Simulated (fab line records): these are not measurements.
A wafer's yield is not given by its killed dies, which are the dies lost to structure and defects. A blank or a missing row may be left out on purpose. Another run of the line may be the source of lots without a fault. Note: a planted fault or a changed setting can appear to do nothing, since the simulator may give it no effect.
Split-lot experiment || flow n5 finfet || route with 1938 steps; 7 lots, 39 wafers read

== THE SPLIT ==
At N5_DUMMY_GATE_ETCH_42 (etches SiO2 in CHF3/O2, target depth 3.5 nm, time 31 s), the setting bias w was moved away from the recipe's 12 W on 12 of the 39 wafers read, by -19.0% to +9.7%. All remaining wafers had this setting at the recipe value.

The reading is taken at the split's own step.

== THE READING ==
rf vpp V, in V, at N5_DUMMY_GATE_ETCH_42 (etches SiO2 in CHF3/O2, target depth 3.5 nm, time 31 s). Typical for fault-free wafers on this fab line: 42.4 V, with standard deviation 0.91 V.

{"wafer": "L076.1", "tool, chamber at the split": "rie diel-01, 1", "bias w as run, W": 10.59, "against the recipe": "-11.8%", "rf vpp V, V": 38.7, "against lot-mates on the recipe": -3.8}
{"wafer": "L076.2", "tool, chamber at the split": "rie diel-01, 3", "bias w as run, W": 10.59, "against the recipe": "-11.8%", "rf vpp V, V": 39.9, "against lot-mates on the recipe": -2.6}
{"wafer": "L076.3", "tool, chamber at the split": "rie diel-01, 2", "bias w as run, W": 12, "against the recipe": "recipe", "rf vpp V, V": 41.3, "against lot-mates on the recipe": "-"}
{"wafer": "L076.4", "tool, chamber at the split": "rie diel-01, 0", "bias w as run, W": 12, "against the recipe": "recipe", "rf vpp V, V": 43.5, "against lot-mates on the recipe": "-"}
{"wafer": "L076.5", "tool, chamber at the split": "rie diel-01, 2", "bias w as run, W": 10.59, "against the recipe": "-11.8%", "rf vpp V, V": 38.5, "against lot-mates on the recipe": -4.0}
{"wafer": "L076.6", "tool, chamber at the split": "rie diel-01, 3", "bias w as run, W": 12, "against the recipe": "recipe", "rf vpp V, V": 42.6, "against lot-mates on the recipe": "-"}
{"wafer": "L078.1", "tool, chamber at the split": "rie diel-02, 3", "bias w as run, W": 12, "against the recipe": "recipe", "rf vpp V, V": 42.8, "against lot-mates on the recipe": "-"}
{"wafer": "L078.2", "tool, chamber at the split": "rie diel-02, 0", "bias w as run, W": 13.16, "against the recipe": "+9.7%", "rf vpp V, V": 46.0, "against lot-mates on the recipe": "+4.2"}
{"wafer": "L078.3", "tool, chamber at the split": "rie diel-02, 1", "bias w as run, W": 13.16, "against the recipe": "+9.7%", "rf vpp V, V": 45.4, "against lot-mates on the recipe": "+3.6"}
{"wafer": "L078.4", "tool, chamber at the split": "rie diel-02, 2", "bias w as run, W": 13.16, "against the recipe": "+9.7%", "rf vpp V, V": 46.9, "against lot-mates on the recipe": "+5.1"}
{"wafer": "L078.5", "tool, chamber at the split": "rie diel-02, 2", "bias w as run, W": 12, "against the recipe": "recipe", "rf vpp V, V": 41.1, "against lot-mates on the recipe": "-"}
{"wafer": "L078.6", "tool, chamber at the split": "rie diel-02, 1", "bias w as run, W": 12, "against the recipe": "recipe", "rf vpp V, V": 41.6, "against lot-mates on the recipe": "-"}
{"wafer": "L089.1", "tool, chamber at the split": "rie diel-01, 3", "bias w as run, W": 12, "against the recipe": "recipe", "rf vpp V, V": 42.2, "against lot-mates on the recipe": "-"}
{"wafer": "L089.2", "tool, chamber at the split": "rie diel-01, 2", "bias w as run, W": 12, "against the recipe": "recipe", "rf vpp V, V": 39.9, "against lot-mates on the recipe": "-"}
{"wafer": "L089.3", "tool, chamber at the split": "rie diel-01, 0", "bias w as run, W": 12, "against the recipe": "recipe", "rf vpp V, V": 43.4, "against lot-mates on the recipe": "-"}
{"wafer": "L089.4", "tool, chamber at the split": "rie diel-01, 1", "bias w as run, W": 12, "against the recipe": "recipe", "rf vpp V, V": 40.7, "against lot-mates on the recipe": "-"}
{"wafer": "L089.5", "tool, chamber at the split": "rie diel-01, 0", "bias w as run, W": 12, "against the recipe": "recipe", "rf vpp V, V": 41.7, "against lot-mates on the recipe": "-"}
{"wafer": "L089.6", "tool, chamber at the split": "rie diel-01, 3", "bias w as run, W": 12, "against the recipe": "recipe", "rf vpp V, V": 42.9, "against lot-mates on the recipe": "-"}
{"wafer": "L090.1", "tool, chamber at the split": "rie diel-02, 2", "bias w as run, W": 12.69, "against the recipe": "+5.7%", "rf vpp V, V": 43.0, "against lot-mates on the recipe": "+0.4"}
{"wafer": "L090.2", "tool, chamber at the split": "rie diel-02, 3", "bias w as run, W": 12, "against the recipe": "recipe", "rf vpp V, V": 43.1, "against lot-mates on the recipe": "-"}
{"wafer": "L090.3", "tool, chamber at the split": "rie diel-02, 0", "bias w as run, W": 12, "against the recipe": "recipe", "rf vpp V, V": 42.5, "against lot-mates on the recipe": "-"}
{"wafer": "L090.4", "tool, chamber at the split": "rie diel-02, 2", "bias w as run, W": 12.69, "against the recipe": "+5.7%", "rf vpp V, V": 45.4, "against lot-mates on the recipe": "+2.8"}
{"wafer": "L090.5", "tool, chamber at the split": "rie diel-02, 0", "bias w as run, W": 12.69, "against the recipe": "+5.7%", "rf vpp V, V": 45.3, "against lot-mates on the recipe": "+2.7"}
{"wafer": "L090.6", "tool, chamber at the split": "rie diel-02, 3", "bias w as run, W": 12, "against the recipe": "recipe", "rf vpp V, V": 42.1, "against lot-mates on the recipe": "-"}
{"wafer": "L094.2", "tool, chamber at the split": "rie diel-04, 1", "bias w as run, W": 12, "against the recipe": "recipe", "rf vpp V, V": 43.6, "against lot-mates on the recipe": "-"}
{"wafer": "L094.4", "tool, chamber at the split": "rie diel-04, 3", "bias w as run, W": 12, "against the recipe": "recipe", "rf vpp V, V": 42.8, "against lot-mates on the recipe": "-"}
{"wafer": "L094.5", "tool, chamber at the split": "rie diel-04, 2", "bias w as run, W": 12, "against the recipe": "recipe", "rf vpp V, V": 42.4, "against lot-mates on the recipe": "-"}
{"wafer": "L096.1", "tool, chamber at the split": "rie diel-01, 0", "bias w as run, W": 12, "against the recipe": "recipe", "rf vpp V, V": 43.6, "against lot-mates on the recipe": "-"}
{"wafer": "L096.2", "tool, chamber at the split": "rie diel-01, 2", "bias w as run, W": 12, "against the recipe": "recipe", "rf vpp V, V": 41.3, "against lot-mates on the recipe": "-"}
{"wafer": "L096.3", "tool, chamber at the split": "rie diel-01, 3", "bias w as run, W": 9.722, "against the recipe": "-19.0%", "rf vpp V, V": 36.7, "against lot-mates on the recipe": -5.5}
{"wafer": "L096.4", "tool, chamber at the split": "rie diel-01, 3", "bias w as run, W": 9.722, "against the recipe": "-19.0%", "rf vpp V, V": 37.1, "against lot-mates on the recipe": -5.1}
{"wafer": "L096.5", "tool, chamber at the split": "rie diel-01, 0", "bias w as run, W": 9.722, "against the recipe": "-19.0%", "rf vpp V, V": 35.5, "against lot-mates on the recipe": -6.7}
{"wafer": "L096.6", "tool, chamber at the split": "rie diel-01, 2", "bias w as run, W": 12, "against the recipe": "recipe", "rf vpp V, V": 41.6, "against lot-mates on the recipe": "-"}
{"wafer": "L097.1", "tool, chamber at the split": "rie diel-04, 0", "bias w as run, W": 12, "against the recipe": "recipe", "rf vpp V, V": 43.6, "against lot-mates on the recipe": "-"}
{"wafer": "L097.2", "tool, chamber at the split": "rie diel-04, 2", "bias w as run, W": 12, "against the recipe": "recipe", "rf vpp V, V": 44.3, "against lot-mates on the recipe": "-"}
{"wafer": "L097.3", "tool, chamber at the split": "rie diel-04, 3", "bias w as run, W": 12, "against the recipe": "recipe", "rf vpp V, V": 42.0, "against lot-mates on the recipe": "-"}
{"wafer": "L097.4", "tool, chamber at the split": "rie diel-04, 1", "bias w as run, W": 12, "against the recipe": "recipe", "rf vpp V, V": 43.4, "against lot-mates on the recipe": "-"}
{"wafer": "L097.5", "tool, chamber at the split": "rie diel-04, 0", "bias w as run, W": 12, "against the recipe": "recipe", "rf vpp V, V": 40.9, "against lot-mates on the recipe": "-"}
{"wafer": "L097.6", "tool, chamber at the split": "rie diel-04, 1", "bias w as run, W": 12, "against the recipe": "recipe", "rf vpp V, V": 42.6, "against lot-mates on the recipe": "-"}

THE FIT
A straight line over all 39 wafers: rf vpp V changes by +0.324 V for each +1% of bias w; r = +0.91; the points scatter about the line by 1 V.
The same after taking each lot's own level away (the mean of its wafers on the recipe; 39 wafers): +0.327 V for each +1%; r = +0.92; scatter 0.98 V.
Per that fit: largest bias w move, reading shift of 6.2 V.
The span of the lots' own levels, 41.80 to 42.93 V, comes to 1.2 times the standard deviation stated above.
Hence the lot-to-lot level has little effect on the slope; both slopes agree.
Check: -6.19 V against its lot-mates is what the line predicts for one of the wafers moved furthest among these (-19.0%) when that wafer is left out of the fit. It came out at -5.47 V against them.
Tool readings at the split's step, against how far the setting was moved: rf vpp V r = +0.91.

== ADDITIONAL SPLITS CARRIED BY THESE WAFERS ==
Other splits were also applied to these wafers ahead of the reading. Each is held against what the fit with the lots' levels taken away leaves over:
{"other split on the same wafers": "N5_DUMMY_GATE_CVD_03 temp c", "wafers away from the commonest value": 30, "r with rf vpp V (lot level and that fit taken away)": "+0.06"}

== THE FILE'S OWN FIT ==
rf vpp V changes by +0.324 V for each +1% of bias w, r = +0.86.
